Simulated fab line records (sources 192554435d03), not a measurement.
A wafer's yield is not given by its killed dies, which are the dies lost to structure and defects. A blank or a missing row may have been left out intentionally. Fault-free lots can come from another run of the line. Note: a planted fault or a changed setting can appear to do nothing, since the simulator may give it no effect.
fab line records | flow n5Finfet
record lots=9 wafers=26 lastDay=17
route steps=1938 shown BEOL_M4@1059
lots with no fault: from the same line, run without faults
startH: start of the lot's first displayed wafer, in hours after the record's first day | waitH: hours elapsed since this lot's preceding step | " same as the row above | L1.1+2: a single row standing in for several wafers | - value missing, or start not given | * or withheld: withheld | < > ~ a bound
route shown NAME@n: a module of which the file shows steps, and the number in the route of the first | usual: mean/standard deviation of fault-free wafers | same: alike in all rows | chamber/n: place in a boat | sites: the reading at each site | _std_site: their standard deviation | _edge_site: inner sites' mean taken away from outer sites' mean | radiusMm: how far each site lies from the wafer's centre | mask NAME#n: copy n | behind: the most recent tool/chamber to have shaped the wafer | hold: why the lot went on hold/how many hours it stayed there/how the hold came to an end | device: whichever transistor did not switch (one of n, p or np) | end of line: tests of these same wafers at the route's end | a step with no rows: only its recipe | killed: the dies lost at the first sort to structure and to defects; this is not the yield of the wafer | map: a wafer's dies, x killed, . not, _ none there
set.NAME: the setting that was run; set.NAME@STEP: the one run at that earlier step | model.NAME: the simulator's own value behind a step, which no gauge read
route steps across a sampled set of lots; one table per step, one row per wafer
services: from which hour (startH, from the record's first day; less than 0 if before it) a tool's chamber was out of use, for how many hours, and why
## steps
# step N5_BEOL_M4_DESCUM_33
# recipe chemistry=O2 timeS=7 sourcePowerW=50 biasPowerW=20 pressureMtorr=20 rfFrequencyHz=2.712e+07 tempC=40 resist=CAR-EUV o2FlowSccm=225
# usual drypumpMotorCurrentA=5.8/0.47 oesProductAu=0.79/0.095 rfVppV=243.7/1.5 showerheadPlenumPTorr=2.13/0.075 throttleValvePct=20.42/0.25
# columns lot.wafer tool chamber startH waitH drypumpMotorCurrentA oesProductAu rfHoursCounterH rfVppV showerheadPlenumPTorr throttleValvePct
L789.1 rieDiel-02 3 161.20 0.0 5.8 0.68 227 242.0 2.06 20.45
L789.3 " 2 " " 5.9 0.73 185 243.9 2.18 20.40
L789.6 " 3 " " 5.7 0.68 - 242.6 2.06 20.45
L790.1 rieDiel-06 3 175.61 0.0 5.7 0.89 34 245.6 2.22 20.22
L790.3 " 0 " " 5.9 0.69 232 242.9 2.07 20.87
L790.4 " 0 " " 5.8 0.69 - 242.6 2.07 20.87
L791.1 rieDiel-05 3 184.40 0.2 4.8 0.69 198 245.1 2.15 20.39
L791.3 " 2 " " 5.6 0.92 13 245.7 2.23 20.25
L791.6 " 2 " " 5.5 0.91 - 245.4 2.23 20.26
L797.4 rieDiel-05 0 227.64 0.0 5.9 0.88 42 243.4 2.04 20.02
L797.5 " 3 " " 4.8 0.67 - 243.7 2.15 20.44
L797.6 " 0 " " 5.9 0.88 - 242.2 2.04 20.03
L798.2 rieDiel-02 1 232.58 0.0 6.5 0.80 99 242.8 2.21 20.21
L798.4 " 0 " " 6.4 0.73 - 242.9 2.08 20.26
L798.5 " 2 " " 5.9 0.71 - 244.1 2.17 20.44
L802.1 rieDiel-06 1 245.78 0.1 5.9 0.92 24 243.7 2.22 20.58
L802.4 " 2 " " 5.1 0.70 210 241.6 2.00 20.88
L802.6 " 2 " " 5.1 0.69 - 242.7 2.00 20.88
L804.3 rieDiel-06 2 256.69 0.2 5.1 0.69 216 241.3 1.99 20.89
L804.4 " 1 " " 5.9 0.92 - 245.2 2.21 20.58
L808.1 rieDiel-02 2 280.18 0.2 5.9 0.70 229 243.5 2.16 20.46
L808.3 " 3 " " 5.8 0.93 15 242.8 2.05 20.13
L808.4 " 1 " " 6.5 0.79 115 244.4 2.20 20.23
L810.3 rieDiel-02 3 297.64 0.0 5.8 0.93 20 241.6 2.05 20.14
L810.4 " 0 " " 6.4 0.71 216 244.0 2.07 20.28
L810.5 " 3 " " 5.8 0.91 - 242.6 2.05 20.14
# step N5_BEOL_M4_ETCH_77
# recipe chemistry=N2/H2 target=underlayer targetDepthA=65 maskMaterial=CAR-EUV timeS=5.2 ionEnergyEv=200 pressureMtorr=30 sourceW=840 biasW=150 n2FlowSccm=200 h2FlowSccm=200 ends=cleared
# usual drypumpMotorCurrentA=5.8/0.47 etchRfOnTimeS=5.20/0.084 oesProductAu=0.67/0.079 rfVppV=525.1/2.9 showerheadPlenumPTorr=2.59/0.095 throttleValvePct=17.87/0.25
# columns lot.wafer tool chamber startH waitH drypumpMotorCurrentA etchRfOnTimeS oesProductAu rfHoursCounterH rfVppV showerheadPlenumPTorr throttleValvePct
L789.1 rieDiel-02 3 161.23 0.0 5.8 5.35 0.58 227 521.8 2.51 17.95
L789.3 " 2 " " 5.9 5.23 0.64 185 526.0 2.64 17.82
L789.6 " 3 " " 5.8 5.31 0.58 - 523.6 2.51 17.96
L790.1 rieDiel-06 3 175.64 0.0 5.7 5.04 0.76 34 527.6 2.70 17.69
L790.3 " 0 " " 5.9 5.22 0.59 232 521.1 2.51 18.32
L790.4 " 0 " " 5.9 5.23 0.58 - 523.4 2.51 18.32
L791.1 rieDiel-05 3 184.44 0.0 4.8 5.33 0.60 198 526.2 2.64 17.97
L791.3 " 2 " " 5.5 5.24 0.77 13 529.7 2.72 17.63
L791.6 " 2 " " 5.5 5.26 0.76 - 529.2 2.72 17.61
L797.4 rieDiel-05 0 227.67 0.0 5.9 5.09 0.75 42 521.1 2.47 17.52
L797.5 " 3 " " 4.8 5.26 0.59 - 525.4 2.63 18.01
L797.6 " 0 " " 5.9 5.09 0.76 - 524.2 2.47 17.53
L798.2 rieDiel-02 1 232.61 0.0 6.6 5.23 0.67 99 528.5 2.68 17.62
L798.4 " 0 " " 6.4 5.17 0.62 - 523.1 2.52 17.63
L798.5 " 2 " " 5.9 5.27 0.61 - 525.9 2.62 17.88
L802.1 rieDiel-06 1 245.82 0.0 5.9 5.10 0.79 24 529.6 2.71 18.19
L802.4 " 2 " " 5.1 5.23 0.59 210 519.3 2.41 18.27
L802.6 " 2 " " 5.1 5.27 0.60 - 519.0 2.41 18.25
L804.3 rieDiel-06 2 256.72 0.0 5.1 5.25 0.60 216 520.9 2.41 18.27
L804.4 " 1 " " 5.9 5.14 0.78 - 530.2 2.71 18.18
L808.1 rieDiel-02 2 280.21 0.0 5.9 5.25 0.60 229 526.5 2.62 17.91
L808.3 " 3 " " 5.8 5.29 0.78 15 523.1 2.50 17.58
L808.4 " 1 " " 6.6 5.12 0.67 115 526.4 2.67 17.65
L810.3 rieDiel-02 3 297.68 0.0 5.8 5.20 0.78 20 523.3 2.49 17.60
L810.4 " 0 " " 6.4 5.08 0.62 216 523.2 2.51 17.69
L810.5 " 3 " " 5.8 5.18 0.78 - 520.4 2.49 17.57
# step N5_BEOL_M4_ETCH_70
# recipe chemistry=N2/H2 target=SOC targetDepthA=800 overetchA=240 maskMaterial=SiARC tempC=40 timeS=130 ionEnergyEv=200 pressureMtorr=30 sourceW=840 biasW=150 n2FlowSccm=200 h2FlowSccm=200
# usual drypumpMotorCurrentA=5.8/0.48 oesProductAu=0.58/0.064 rfVppV=524.8/2.9 runLengthS=153.2/0.33 showerheadPlenumPTorr=2.58/0.1 throttleValvePct=17.84/0.26
# columns lot.wafer tool chamber startH waitH drypumpMotorCurrentA oesProductAu rfHoursCounterH rfVppV runLengthS showerheadPlenumPTorr throttleValvePct
L789.1 rieDiel-05 3 168.64 0.0 4.8 0.52 193 526.8 153.1 2.64 17.92
L789.3 " 2 " " 5.5 0.68 8 529.0 153.3 2.72 17.56
L789.6 " 0 " " 5.9 0.66 - 522.5 152.7 2.48 17.44
L790.1 rieDiel-06 3 176.81 0.0 5.7 0.64 34 530.4 153.3 2.70 17.66
L790.3 " 2 " " 5.1 0.54 182 519.6 153.1 2.42 18.15
L790.4 " 0 " " 5.8 0.50 - 523.4 152.7 2.51 18.28
L791.1 rieDiel-02 2 188.83 0.0 5.9 0.54 194 526.1 153.8 2.63 17.81
L791.3 " 1 " " 6.6 0.60 85 527.9 153.5 2.68 17.57
L791.6 " 1 " " 6.6 0.60 - 526.4 153.8 2.68 17.56
L797.4 rieDiel-06 0 229.60 0.0 5.8 0.50 245 522.2 152.7 2.51 18.29
L797.5 " 2 " " 5.1 0.52 - 520.6 153.5 2.42 18.18
L797.6 " 1 " " 5.9 0.69 - 528.0 153.6 2.71 18.12
L798.2 rieDiel-06 1 239.64 0.0 5.9 0.68 22 529.4 153.5 2.71 18.12
L798.4 " 2 " " 5.1 0.52 208 519.0 153.2 2.41 18.21
L798.5 " 1 " " 5.9 0.68 - 527.5 153.7 2.71 18.12
L802.1 rieDiel-06 2 247.04 0.0 5.1 0.54 211 520.4 147.1 2.41 18.24
L802.4 " 1 " " 5.9 0.67 24 528.5 153.4 2.71 18.12
L802.6 " 0 " " 5.8 0.50 - 522.2 152.7 2.50 18.30
L804.3 rieDiel-06 3 264.23 0.0 5.8 0.64 71 528.0 147.1 2.68 17.73
L804.4 " 1 " " 5.9 0.66 - 529.3 153.3 2.71 18.15
L808.1 rieDiel-05 1 281.57 0.0 5.2 0.57 111 524.2 152.7 2.57 18.17
L808.3 " 3 " " 4.8 0.50 233 526.3 153.3 2.62 17.97
L808.4 " 0 " " 5.9 0.61 62 522.0 152.6 2.47 17.53
L810.3 rieDiel-02 1 299.93 0.0 6.6 0.57 121 525.7 153.7 2.67 17.62
L810.4 " 3 " " 5.8 0.67 21 522.4 153.1 2.49 17.54
L810.5 " 1 " " 6.6 0.57 - 526.0 153.3 2.67 17.62
# step N5_BEOL_M4_OCD_MEAS_38
# usual trenchDepthNm=55.4/0.93
# columns lot.wafer tool chamber startH waitH trenchDepthNm
L789.1 ocd-01 - 168.99 - 53.8
L789.3 " - " " 55.0
L789.6 " - " " 56.4
L790.1 ocd-02 - 177.17 - 57.1
L790.3 " - " " 55.3
L790.4 " - " " 55.8
L791.1 ocd-02 - 189.19 - 54.7
L791.3 " - " " 55.8
L791.6 " - " " 55.8
L797.4 ocd-01 - 229.96 - 55.3
L797.5 " - " " 55.1
L797.6 " - " " 56.7
L798.2 ocd-02 - 240.01 - 56.2
L798.4 " - " " 54.8
L798.5 " - " " 56.3
L802.1 ocd-01 - 247.40 - 55.6
L802.4 " - " " 57.2
L802.6 " - " " 54.8
L804.3 ocd-01 - 264.59 - 56.1
L804.4 " - " " 56.5
L808.1 ocd-01 - 281.93 - 55.3
L808.3 " - " " 53.4
L808.4 " - " " 55.0
L810.3 ocd-01 - 300.30 - 54.5
L810.4 " - " " 54.9
L810.5 " - " " 54.8
# step N5_BEOL_M4_RC_MEAS_101
# usual DIBL_N=35.9/1.4 DIBL_P=35.9/1.7 IOFF_N=0.155/0.023 IOFF_P=0.201/0.029 ION_N=672/8.8 ION_P=460/7 SS_N=71.6/0.48 SS_P=73.1/0.64 VT_N=250.0/3 VT_P=-251.6/3
# columns lot.wafer tool chamber startH waitH DIBL_N[mV/V] DIBL_P[mV/V] IOFF_N[nA/um] IOFF_P[nA/um] ION_N[uA/um] ION_P[uA/um] SS_N[mV/dec] SS_P[mV/dec] VT_N[mV] VT_P[mV]
L789.1 prober-02 0 172.95 0.0 34.9 33.6 0.130 0.184 652 452 71.9 72.2 256.1 -249.7
L789.3 " 0 " " 34.1 33.5 0.120 0.181 660 455 71.0 72.6 254.3 -250.7
L789.6 " 0 " " 35.3 35.0 0.145 0.213 664 463 71.7 72.7 251.9 -250.3
L790.1 prober-02 0 182.94 0.0 35.3 34.0 0.146 0.207 672 469 71.8 72.6 252.7 -248.6
L790.3 " 0 " " 35.4 34.6 0.144 0.206 670 462 71.1 73.0 250.4 -247.5
L790.4 " 0 " " 36.0 36.0 0.163 0.232 688 475 72.0 73.2 248.6 -247.8
L791.1 prober-02 0 194.31 0.0 36.2 35.5 0.143 0.188 669 458 71.7 72.4 251.5 -255.1
L791.3 " 0 " " 37.7 36.6 0.163 0.202 666 456 72.1 73.5 251.0 -252.9
L791.6 " 0 " " 35.9 35.5 0.145 0.190 674 462 71.3 72.6 250.1 -252.0
L797.4 prober-02 0 234.46 0.5 33.1 31.8 0.114 0.162 657 454 71.0 72.5 251.4 -253.1
L797.5 " 0 " " 35.3 34.6 0.157 0.205 674 459 71.5 73.1 247.7 -252.2
L797.6 " 0 " " 33.2 32.0 0.117 0.164 674 458 69.9 71.5 253.3 -252.7
L798.2 prober-01 0 243.98 0.2 34.5 35.1 0.126 0.184 654 457 71.1 72.0 255.7 -250.0
L798.4 " 0 " " 37.0 37.8 0.169 0.221 685 474 71.7 73.6 249.0 -250.5
L798.5 " 0 " " 35.2 35.1 0.134 0.179 661 460 70.8 72.5 250.9 -252.3
L802.1 prober-01 0 252.05 0.0 36.9 36.8 0.183 0.244 684 467 72.1 74.0 246.3 -249.6
L802.4 " 0 " " 37.7 37.6 0.198 0.260 671 463 72.6 73.6 244.0 -246.0
L802.6 " 0 " " 36.5 35.2 0.170 0.227 670 461 72.4 73.7 248.2 -249.3
L804.3 prober-01 0 269.49 0.3 38.6 36.4 0.165 0.210 677 464 71.7 73.7 249.1 -251.6
L804.4 " 0 " " 39.0 37.3 0.177 0.217 675 457 71.8 74.6 250.3 -251.7
L808.1 prober-02 0 286.47 0.0 39.1 39.8 0.211 0.260 682 462 72.3 74.4 243.3 -250.6
L808.3 " 0 " " 38.5 39.4 0.195 0.250 685 464 72.4 73.7 248.6 -249.5
L808.4 " 0 " " 37.6 38.0 0.187 0.231 686 469 71.8 73.0 243.6 -249.3
L810.3 prober-01 0 306.07 0.6 35.9 35.7 0.155 0.183 679 461 71.4 72.8 248.4 -253.1
L810.4 " 0 " " 37.2 35.9 0.157 0.196 670 454 71.7 73.5 250.7 -252.3
L810.5 " 0 " " 34.9 34.2 0.132 0.171 666 451 70.5 73.4 252.3 -254.2
## services
# columns tool chamber startH hours kind
rieDiel-06 1 170.03 - clean
rieDiel-06 1 170.03 - consumableReplace:focusRing
rieDiel-06 1 170.03 - consumableReplace:showerhead
rieDiel-06 1 170.03 12.2 scheduledDown
rieDiel-06 1 170.03 12.2 ventCycle
rieDiel-06 0 200.31 15.8 repair
rieDiel-02 3 221.54 - clean
rieDiel-02 3 221.54 - consumableReplace:focusRing
rieDiel-06 0 247.37 - clean
rieDiel-06 0 247.37 - consumableReplace:focusRing
rieDiel-06 0 247.37 23.0 scheduledDown
rieDiel-06 0 247.37 23.0 ventCycle
## key
firstSign step=N5_BEOL_M4_ETCH_70 reading=runLengthS direction=down sigmas=19 usual=* struck=*
effect none on later readings
metAt N5_BEOL_M4_ETCH_70
struckLots L802,L804
struckWafers L802.1,L804.3
notActingAt N5_BEOL_M4_DESCUM_33,N5_BEOL_M4_ETCH_77,N5_BEOL_M4_OCD_MEAS_38
onsetBetween 239.64 247.04
fault kind=processParameterDrift tool=rieDiel-06 chamber=- onsetH=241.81 steps=N5_BEOL_M4_ETCH_70 channel=timeS offset=* shape=step endH=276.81 scope=struckWafersOnly actsIn=* stated=*
